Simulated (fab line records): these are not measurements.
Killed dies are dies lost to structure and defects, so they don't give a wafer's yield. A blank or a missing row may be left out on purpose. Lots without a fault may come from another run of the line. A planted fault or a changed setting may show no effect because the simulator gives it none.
Struck lot and sound lot, side by side ; flow n5Finfet ; 37 out of 1938 route steps
Sound: these wafers, L865.1, L865.3, L865.5. Wafers L848.2, L848.4, L848.5 were the ones struck. The cause is given at the end.
Order at every step that has rows: each side's tool, ch and its chambers, its first start. Under that, the readings that differ: sound wafers ; struck wafers ; difference of the means ; sigmas: that difference in standard deviations of wafers without a fault.
alike: same words and numbers on both sides, and readings whose means sit less than 2 such deviations apart. not compared: any withheld reading, any reading some wafer has no value for, any bound like >300 that may hide the same value, and any number with overlapping values for which the record gives no deviation.
The two part at a step that has a row with sigmas, a row that says differs or no value, or rows on one side only. Numbers that have no deviation but don't overlap get no sigmas and don't part them. A reading that every wafer of one side lacks parts them only if that side has two wafers or more.

first, 9 steps without rows for these wafers: N5_PASSIVATION_COAT_04; N5_PASSIVATION_EBR_06; N5_PASSIVATION_SOFTBAKE_05 (time 90 s); N5_PASSIVATION_EXPOSE_07 (exposes mask TV, defocus 0 nm, target cd 3000 nm); N5_PASSIVATION_PEB_08; N5_PASSIVATION_DEVELOP_09 (develop time 60 s); N5_PASSIVATION_HARDBAKE_11 (time 120 s); N5_PASSIVATION_DESCUM_12 (chemistry O2, time 7.9 s); N5_PASSIVATION_PASS_ETCH_74 (etches SiNx in CF4/O2, target depth 220 nm, time 110 s).
N5_PASSIVATION_VIA_ETCH_13: etches SiO2 in CHF3/O2, target depth 660 nm, time 330 s.
  sound on rieDiel-06 ch 2,3, day 18 09:55; struck on rieDiel-03 ch 1,3, day 15 17:38
reading;sound;struck;difference;sigmas
etchRfOnTimeS (s);239 231 233;235 250 258;+13;+2
  alike: drypumpMotorCurrentA, oes_f_703_au, oesProductAu, rfVppV, showerheadPlenumPTorr, throttleValvePct
  not compared: rfHoursCounterH
then, 26 steps without rows for these wafers: N5_PASSIVATION_STRIP_14 (strips in O2); N5_PASSIVATION_ETCH_15 (etches SiCN in CF4/N2, target depth 75 nm, time 81.2 s); N5_PASSIVATION_STRIP_73 (strips in post etch residue remover, time 60 s); N5_PASSIVATION_SRD_17 (time 30 s, dry time 30 s); N5_PASSIVATION_DEGAS_18 (time 60 s); N5_PASSIVATION_PRE_CLEAN_19; N5_PASSIVATION_SPUTTER_20 (material TaN, target thk 50 nm); N5_PASSIVATION_AL_DEP_21 (deposits Al, target thk 2800 nm, time 170 s); N5_PASSIVATION_HMDS_23 (time 60 s); N5_PASSIVATION_COAT_24; N5_PASSIVATION_EBR_26; N5_PASSIVATION_SOFTBAKE_25 (time 90 s); N5_PASSIVATION_EXPOSE_27 (exposes mask PAD, defocus 0 nm); N5_PASSIVATION_PEB_28; N5_PASSIVATION_DEVELOP_29 (develop time 60 s); N5_PASSIVATION_HARDBAKE_31 (time 120 s); N5_PASSIVATION_DESCUM_32 (chemistry O2, time 7.9 s); N5_PASSIVATION_AL_ETCH_33 (etches Al in Cl2/BCl3, stops on TaN, target depth 2800 nm, time 466.7 s); N5_PASSIVATION_ETCH_59 (etches TaN in Cl2/BCl3, target depth 65 nm, time 34.9 s); N5_PASSIVATION_STRIP_34 (strips in O2); N5_PASSIVATION_STRIP_51 (strips in post etch residue remover, time 1200 s); N5_PASSIVATION_CLEAN_69 (cleans in IPA, time 180 s); N5_PASSIVATION_SRD_70 (time 30 s); N5_PASSIVATION_PECVD_53 (deposits SiO2 from TEOS/O2, target thk 800 nm, time 169.4 s); N5_PASSIVATION_PECVD_35 (deposits SiNx from SiH4/NH3/N2, target thk 700 nm, time 151.3 s); N5_PASSIVATION_HMDS_37 (time 60 s).
N5_PASSIVATION_PROBE_49:
  only the struck wafers here have rows in the record (prober-02, day 16 01:39); the sound ones have none

## WHERE THEY PART
First at N5_PASSIVATION_VIA_ETCH_13; last, within this record, at N5_PASSIVATION_PROBE_49.

WHY: the cause the simulator had injected
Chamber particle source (rieDiel-03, N5_PASSIVATION_VIA_ETCH_13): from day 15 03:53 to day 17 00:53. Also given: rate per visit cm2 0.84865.
